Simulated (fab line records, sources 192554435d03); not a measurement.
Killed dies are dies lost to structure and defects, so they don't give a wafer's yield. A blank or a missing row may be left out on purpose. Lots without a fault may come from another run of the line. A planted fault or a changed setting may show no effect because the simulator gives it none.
A struck lot beside a sound one | flow n5_finfet | 14 steps out of a route of 1938
Sound: wafers L375.1, L375.3, L375.4. Struck: wafer L389.5. (L389.1 of the same lot was not struck and is left out.) The cause comes at the end.
At each step with rows: each side's tool, then ch and its chambers, then its first start. Under that, the readings that differ: sound wafers | struck wafers | difference of the means | sigmas: that difference in standard deviations of wafers without a fault.
alike: readings whose means differ by less than 2 such deviations, and words and numbers that are the same on both sides. not compared: withheld readings, readings that some wafer has no value for, bounds like >300 that may hide the same value, and numbers for which the record gives no deviation and whose values overlap.
The two part at a step that has a row with sigmas, a row that says differs or no value, or rows on one side only. Numbers that don't overlap but have no deviation are shown without sigmas and don't part them. A reading that every wafer of one side lacks parts them only if that side has two wafers or more.

first, 2 steps without rows for these wafers: N5_BEOL_M6_PRECLEAN_42 (cleans in residue remover, time 60 s); N5_BEOL_M6_SRD_43 (time 30 s).
N5_BEOL_M6_CD_MEAS_35: target cd 40 nm, target cd y 28 nm.
  sound on cd_sem-03, day 10 06:24; struck on cd_sem-03, day 13 11:28
  alike: cd_nm
N5_BEOL_M6_CURE_75: cures SiCOH lowk, time 120 s.
  sound on uv_cure-03 ch 1, day 10 06:27; struck on uv_cure-02 ch 2, day 13 11:30
  alike: lamp_power_pct, wafer_temp_C_max
then, 1 step without rows for these wafers: N5_BEOL_M6_DEGAS_44 (time 60 s).
N5_BEOL_M6_PRE_CLEAN_45: time 30 s.
  sound on pvd_sputter-03, day 10 07:03; struck on pvd_sputter-03, day 13 12:06
  alike: heater_power_w
N5_BEOL_M6_ALD_77: deposits TaN, target thk 2 nm, pulse time 2 s, purge time 3 s.
  sound on ald_metal-04 ch 0,2, day 10 07:08; struck on ald_metal-03 ch 3, day 13 12:10
  alike: heater_power_w
N5_BEOL_M6_SURFACE_TREAT_79:
  sound on pvd_sputter-03, day 10 07:26; struck on pvd_sputter-03, day 13 12:32
  not compared: throttle_valve_pct
then, 1 step without rows for these wafers: N5_BEOL_M6_CVD_78 (deposits Co from CCTBA/H2, target thk 2 nm, time 142.3 s).
N5_BEOL_M6_SPUTTER_48: material Cu, target thk 10 nm, time 1.667 s.
  sound on pvd_sputter-02, day 10 08:07; struck on pvd_sputter-02, day 13 12:56
  alike: substrate_temp_c, throttle_valve_pct
then, 2 steps without rows for these wafers: N5_BEOL_M6_ECD_50 (material Cu, target thk 300 nm); N5_BEOL_M6_ANNEAL_51 (time 90 s).
N5_BEOL_M6_CMP_52: polishes, stops on SiCOH lowk, t overpolish 6.9 s, target thk 80 nm.
  sound on cmp-02 ch 1,2,3, day 10 08:41; struck on cmp-04 ch 3, day 13 16:22
  reading                      | sound          | struck | difference | sigmas
  barrier_field_endpoint_s (s) | 28.0 28.4 28.1 | 15.8   | -12.4      | -20
  time_to_endpoint_s (s)       | 58.5 65.1 59.2 | 31.9   | -29.0      | -11
  alike: motor_current_A, overpolish_run_s, retaining_ring_pressure_frac
-- the record jumps here: 4 days lie between the struck wafers' starts before and after (it left off in module BEOL_M6 and takes up again in module PASSIVATION, whose first step shown is number 1936 of the route) --
N5_PASSIVATION_PROBE_49:
  the record has rows for the struck wafers here (prober-02, day 17 23:22) and none for the sound ones

WHERE THEY PART
First at N5_BEOL_M6_CMP_52; last, within this record, at N5_PASSIVATION_PROBE_49.

WHY: what the simulator had put in
Process parameter drift: cmp-04, from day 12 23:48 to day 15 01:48, at N5_BEOL_M6_CMP_52. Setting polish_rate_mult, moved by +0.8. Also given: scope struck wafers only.
